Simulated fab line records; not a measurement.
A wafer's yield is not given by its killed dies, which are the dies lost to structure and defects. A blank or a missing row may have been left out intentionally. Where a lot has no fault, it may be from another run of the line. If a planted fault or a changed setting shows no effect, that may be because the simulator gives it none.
Chamber matching	flow n5 finfet	N5_BEOL_M0_SAQP_HM_OPEN_112 on rie diel-05: 4 sister chambers
The step chemistry CHF3/O2, target SiO2, stops on a-Si, target depth 12 nm, time 13.5 s. 20 wafers are shown with their chamber, then 10 later ones without.

## WAFERS WITH THEIR CHAMBER
wafer	chamber	showerhead plenum p Torr (Torr)	throttle valve pct (%)	drypump motor current A (A)
L075.1	2	2.45	18.68	5.1
L075.2	1	2.31	18.91	5.6
L075.3	0	2.49	19.22	6.0
L077.1	3	2.33	18.49	5.6
L077.2	1	2.31	18.92	5.5
L077.3	2	2.45	18.69	5.1
L077.4	0	2.49	19.23	6.0
L077.5	2	2.45	18.68	5.1
L077.6	3	2.33	18.49	5.6
L078.1	1	2.30	18.93	5.5
L078.2	0	2.49	19.24	6.0
L078.5	0	2.49	19.23	6.0
L082.3	1	2.30	18.93	5.5
L082.4	2	2.45	18.72	5.1
L082.5	1	2.30	18.93	5.5
L084.2	3	2.33	18.51	5.7
L084.5	1	2.30	18.97	5.5
L084.6	2	2.44	18.72	5.1
L089.1	2	2.44	18.73	5.0
L089.5	3	2.33	18.52	5.6

SIGNATURES (averages over the wafers above)
reading	chamber 0	chamber 1	chamber 2	chamber 3	scatter within a chamber
showerhead plenum p Torr	2.4900	2.3033	2.4467	2.3300	0.00408
throttle valve pct	19.2300	18.9317	18.7033	18.5025	0.0185
drypump motor current A	6.000	5.517	5.083	5.625	0.0389
Rule: for each reading, subtract the chamber's mean from the wafer's reading, divide by that reading's scatter and square the result; add these up over the readings and take the root, which gives the wafer's distance from the chamber. The wafer belongs to the nearest chamber; if the next one is less than 2 further off, it can't be placed. How the scatter is found: for the shown wafers, subtract from each reading the mean of its chamber, square and add these, divide the total by (wafers less chambers), then take the root.

## WAFERS MISSING THEIR CHAMBER
wafer	showerhead plenum p Torr (Torr)	throttle valve pct (%)	drypump motor current A (A)
L089.6	2.48	19.25	6.0
L090.3	2.30	18.96	5.6
L090.5	2.33	18.52	5.6
L090.6	2.48	19.27	5.9
L091.1	2.48	19.28	6.0
L091.4	2.30	18.97	5.5
L091.5	2.48	19.27	6.0
L097.1	2.32	18.54	5.6
L097.3	2.48	19.28	6.0
L097.5	2.44	18.76	5.1

## WHICH CHAMBER EACH ONE RAN IN
wafer	from the rows above	in truth
L089.6	0	0
L090.3	1	1
L090.5	3	3
L090.6	0	0
L091.1	0	0
L091.4	1	1
L091.5	0	0
L097.1	3	3
L097.3	0	0
L097.5	2	2
Placed correctly: 10 of 10. Left unplaced by these rows: 0. 0 placed wrongly.
